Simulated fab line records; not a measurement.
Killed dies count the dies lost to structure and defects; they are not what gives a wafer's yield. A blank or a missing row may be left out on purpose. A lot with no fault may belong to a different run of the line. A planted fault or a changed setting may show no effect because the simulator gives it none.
Which of the tools did it? -- flow nand harc -- Sampling: 13 lots, 39 wafers, 5 of 1159 route steps

## WHAT THE GAUGES SHOWED, per wafer
NHARC_A_CONTACT_OVL_MEAS_09. Usual: overlay x nm 0.0 nm, standard deviation 0.97; overlay y nm -0.1 nm, standard deviation 0.91.
lot,measured,on,overlay x nm (nm),overlay y nm (nm),flag
L892,day 16 19:39,overlay-02,0.8 0.4 0.9,1.4 1.4 1.8,
L890,day 17 07:02,overlay-02,0.2 0.5 0.2,-0.5 -0.4 -0.5,
L891,day 17 13:50,overlay-02,1.0 0.2 1.3,-1.1 -1.8 -1.4,
L893,day 18 07:25,overlay-01,1.3 0.8 0.0,0.8 0.0 0.3,
L895,day 18 08:42,overlay-02,2.4 1.5 1.3,1.1 1.3 1.2,
L896,day 18 09:56,overlay-02,-0.6 0.0 0.1,0.4 0.8 1.0,
L899,day 19 12:05,overlay-01,0.1 -0.1 0.1,0.1 -0.2 -0.1,
L903,day 19 19:19,overlay-02,-0.5 -0.3 -0.4,0.1 0.2 -0.3,
L902,day 19 22:16,overlay-01,0.6 0.5 0.3,0.8 1.0 0.8,
L909,day 21 19:23,overlay-01,-0.4 0.2 0.4,0.3 -0.1 0.4,
L911,day 22 00:17,overlay-02,-0.2 -0.3 -0.2,0.9 0.4 0.3,
L912,day 22 04:31,overlay-01,-1.2 -1.2 -0.9,-0.2 0.2 0.1,
L913,day 22 10:10,overlay-02,2.2 2.6 2.0,-0.6 -0.2 -0.5,

NHARC_END_SORT_01. Usual: killed at array 27, standard deviation 8.8; killed at other 0.4, standard deviation 0.82; killed at periphery 3.1, standard deviation 2.1; killed dies 31, standard deviation 8.8; killed open 3.3, standard deviation 2; killed short 2.0, standard deviation 1.4.
lot,measured,on,killed at array,killed at other,killed at periphery,killed dies,killed open,killed short,flag
L892,day 19 22:36,prober-02,33 40 40,0 1 0,3 3 5,36 44 45,3 5 4,4 3 3,
L890,day 20 03:44,prober-01,29 18 21,0 0 0,0 1 1,29 19 22,5 5 2,3 0 1,
L891,day 20 10:46,prober-01,18 15 18,0 1 0,4 4 2,22 20 20,1 2 2,4 1 4,
L893,day 20 18:34,prober-01,37 37 29,0 1 0,1 1 0,38 39 29,3 3 0,1 1 0,
L895,day 21 04:46,prober-01,7 15 10,0 0 0,6 2 2,13 17 12,2 1 1,1 0 2,
L896,day 20 21:58,prober-02,33 25 32,0 0 0,2 6 3,35 31 35,6 4 6,1 3 1,
L899,day 21 17:55,prober-01,13 15 13,0 0 0,5 8 3,18 23 16,4 2 2,2 0 1,
L903,day 22 01:23,prober-02,24 494 23,3 2 5,4 2 4,31 498 32,2 7 3,0 1 5,OFF
L902,day 22 03:22,prober-01,490 25 26,0 0 0,0 1 2,490 26 28,3 3 2,1 2 4,OFF
L909,day 24 02:41,prober-01,27 26 31,0 0 1,5 1 3,32 27 35,4 6 2,0 2 1,
L911,day 24 09:41,prober-01,33 25 35,0 0 0,3 7 1,36 32 36,2 2 1,0 2 2,
L912,day 24 18:07,prober-02,53 41 49,0 0 0,0 4 1,53 45 50,2 7 6,0 1 2,
L913,day 24 19:32,prober-01,38 37 42,0 0 1,5 4 5,43 41 48,4 2 7,4 1 2,

## EACH LOT AND THE TOOL THAT RAN IT (in order: tool; ch and the chambers of the sampled wafers; start)
lot,NHARC_A_CONTACT_ETCH_134,NHARC_A_CONTACT_ETCH_139,NHARC_A_CONTACT_ETCH_98
L892,"har cap etch-02 ch 0,1, day 16 20:50","har cap etch-02 ch 0,1, day 16 21:32","rie diel-13 ch 0,1, day 16 21:58"
L890,"har cap etch-03 ch 0,1, day 17 08:13","har cap etch-03 ch 0,1, day 17 08:55","rie diel-11 ch 1,3, day 17 09:25"
L891,"har cap etch-02 ch 0,1, day 17 14:56","har cap etch-02 ch 0,1, day 17 15:37","rie diel-09 ch 0,1,2, day 17 16:11"
L893,"har cap etch-01 ch 0,1, day 18 08:32","har cap etch-01 ch 0,1, day 18 09:14","rie diel-11 ch 0,2,3, day 18 09:44"
L895,"har cap etch-02 ch 0,1, day 18 09:51","har cap etch-02 ch 0,1, day 18 10:33","rie diel-11 ch 0,2,3, day 18 11:04"
L896,"har cap etch-02 ch 0,1, day 18 11:11","har cap etch-02 ch 0,1, day 18 11:53","rie diel-09 ch 1,2,3, day 18 12:21"
L899,"har cap etch-01 ch 0,1, day 19 13:19","har cap etch-01 ch 0,1, day 19 14:01","rie diel-13 ch 0,1,3, day 19 14:35"
L903,"har cap etch-03 ch 0,1, day 19 20:38","har cap etch-03 ch 0,1, day 19 21:19","rie diel-11 ch 0,2,3, day 19 21:52"
L902,"har cap etch-03 ch 0,1, day 19 23:53","har cap etch-03 ch 0,1, day 20 00:35","rie diel-11 ch 0,1,2, day 20 01:05"
L909,"har cap etch-02 ch 0,1, day 21 20:37","har cap etch-02 ch 0,1, day 21 21:18","rie diel-13 ch 0,1,3, day 21 21:54"
L911,"har cap etch-02 ch 0,1, day 22 01:23","har cap etch-02 ch 0,1, day 22 02:04","rie diel-13 ch 0,2, day 22 02:37"
L912,"har cap etch-02 ch 0,1, day 22 06:09","har cap etch-02 ch 0,1, day 22 06:51","rie diel-13 ch 0,1,2, day 22 07:22"
L913,"har cap etch-03 ch 0,1, day 22 11:14","har cap etch-03 ch 0,1, day 22 12:10","rie diel-13 ch 1,2,3, day 22 12:47"
- NHARC_A_CONTACT_ETCH_134: etches the open film in C4F8/O2/Ar, time 140 s, target depth 700 nm.
- NHARC_A_CONTACT_ETCH_139: etches the open film in C4F8/O2/Ar, time 137 s, target depth 590 nm.
- NHARC_A_CONTACT_ETCH_98: etches the open film in C4F6/O2, target depth 20 nm, time 10 s.

## AS READ BY THE TOOLS THEMSELVES (means over the sampled wafers that have a number; for cases with no such wafer, the mark the record gives instead)
NHARC_A_CONTACT_ETCH_98. Usual: drypump motor current A 5.7 A, standard deviation 0.46; oes product au 0.956 a.u., standard deviation 0.019; rf vpp V 546.5 V, standard deviation 2.1; showerhead plenum p Torr 3.90 Torr, standard deviation 0.098; throttle valve pct 26.903 %, standard deviation 0.009.
lot,tool,drypump motor current A (A),oes product au (a.u.),rf vpp V (V),showerhead plenum p Torr (Torr),throttle valve pct (%),flag
L892,rie diel-13,5.7,0.949,547.0,3.92,26.908,
L890,rie diel-11,5.3,0.941,543.1,3.77,26.895,
L891,rie diel-09,5.9,0.957,548.2,4.03,26.906,
L893,rie diel-11,5.7,0.950,546.5,3.92,26.903,
L895,rie diel-11,5.7,0.944,546.4,3.92,26.906,
L896,rie diel-09,6.0,0.942,546.9,3.92,26.895,
L899,rie diel-13,5.6,0.941,547.0,3.88,26.898,
L903,rie diel-11,5.7,0.879,546.7,3.91,26.906,OFF
L902,rie diel-11,5.8,0.896,545.6,3.86,26.902,OFF
L909,rie diel-13,5.6,0.993,545.9,3.87,26.897,
L911,rie diel-13,5.8,0.941,547.6,3.95,26.897,
L912,rie diel-13,6.0,0.958,546.7,3.93,26.908,
L913,rie diel-13,5.8,0.953,546.7,3.90,26.921,

## THE ANSWER, worked out from the rows above alone
Rule: take the mean of a lot's wafers that have a number; if it is more than 3 standard deviations from the usual mean, the lot is off. Also off: a lot with no number at a reading for which 4 or more lots have one. Where the step has rows for the other lots, those lots are counted as sound. Order of review: gauges by route order, followed by the tools' own readings, for which a lot's mean as printed above is used. At the first step where some lot is off, the reading lying furthest off is the one used; lots without a number count as furthest.
Off: L903, L902, at NHARC_END_SORT_01 (killed dies).
A tool fits if, at a process step before that reading, it ran every lot that is off, and no sound lot after the first of them. Not tried: the gauges at NHARC_END_SORT_01; whatever is off there is also off at NHARC_A_CONTACT_ETCH_98, on other tools, and gauge error can't account for it. One candidate fits, namely rie diel-11 at NHARC_A_CONTACT_ETCH_98. A fault onset in the window from L895 (day 18 11:04, its last sound lot) to L903 (day 19 21:52, its first lot off) fits.

## WHAT THE SIMULATOR HAD PUT IN
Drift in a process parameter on rie diel-11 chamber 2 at NHARC_A_CONTACT_ETCH_98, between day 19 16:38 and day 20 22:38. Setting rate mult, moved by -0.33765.
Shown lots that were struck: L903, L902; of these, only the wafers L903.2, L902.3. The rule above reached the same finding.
